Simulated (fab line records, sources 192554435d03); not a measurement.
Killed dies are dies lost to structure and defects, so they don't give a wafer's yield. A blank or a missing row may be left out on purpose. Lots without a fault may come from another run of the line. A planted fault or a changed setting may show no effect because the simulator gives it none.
Chamber matching | flow n5_finfet | N5_BEOL_M0_SAQP_HM_DEP_111 on pecvd-03: 3 sister chambers
The step deposits SiO2 from SiH4/N2O, target thk 12 nm, time 7.2 s. 6 wafers are shown with their chamber, then 12 later ones without.

WAFERS WITH THEIR CHAMBER
wafer  | chamber | showerhead_plenum_p_Torr (Torr) | heater_power_w (W)
L089.1 | 1       | 8.25                            | 619
L089.2 | 2       | 8.09                            | 754
L089.5 | 0       | 8.20                            | 654
L090.1 | 0       | 8.18                            | 726
L090.4 | 1       | 8.21                            | 688
L090.5 | 2       | 8.10                            | 796

WAFERS WITHOUT THEIR CHAMBER
wafer  | showerhead_plenum_p_Torr (Torr) | heater_power_w (W)
L093.3 | 8.20                            | 781
L093.5 | 8.19                            | 785
L093.6 | 8.24                            | 695
L094.1 | 8.20                            | 694
L094.2 | 8.09                            | 811
L094.4 | 8.20                            | 686
L095.2 | 8.23                            | 650
L095.5 | 8.09                            | 835
L095.6 | 8.25                            | 653
L096.1 | 8.08                            | 805
L096.2 | 8.23                            | 752
L096.3 | 8.19                            | 776

WHICH CHAMBER EACH WENT THROUGH
wafer  | from the rows above     | in truth
L093.3 | can't be placed: 0 or 1 | 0
L093.5 | can't be placed: 0 or 1 | 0
L093.6 | can't be placed: 1 or 0 | 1
L094.1 | can't be placed: 0 or 1 | 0
L094.2 | 2                       | 2
L094.4 | can't be placed: 0 or 1 | 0
L095.2 | 1                       | 1
L095.5 | 2                       | 2
L095.6 | 1                       | 1
L096.1 | 2                       | 2
L096.2 | can't be placed: 1 or 0 | 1
L096.3 | can't be placed: 0 or 1 | 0
Placed correctly: 5 of 12. Can't be placed from these rows: 7 (the true chamber is among the candidates in 7). Placed wrongly: 0.
How it was worked out, from the rows above alone: a wafer's distance from a chamber is the root of the sum, over the readings, of the square of ((its reading less the chamber's mean) divided by the reading's scatter). The wafer belongs to the nearest chamber; if the next one is less than 2 further off, it can't be placed. A chamber's mean is the mean of its shown wafers. The scatter: the root of (the sum of the squares of (reading less its chamber's mean) over the shown wafers, divided by (wafers less chambers)).
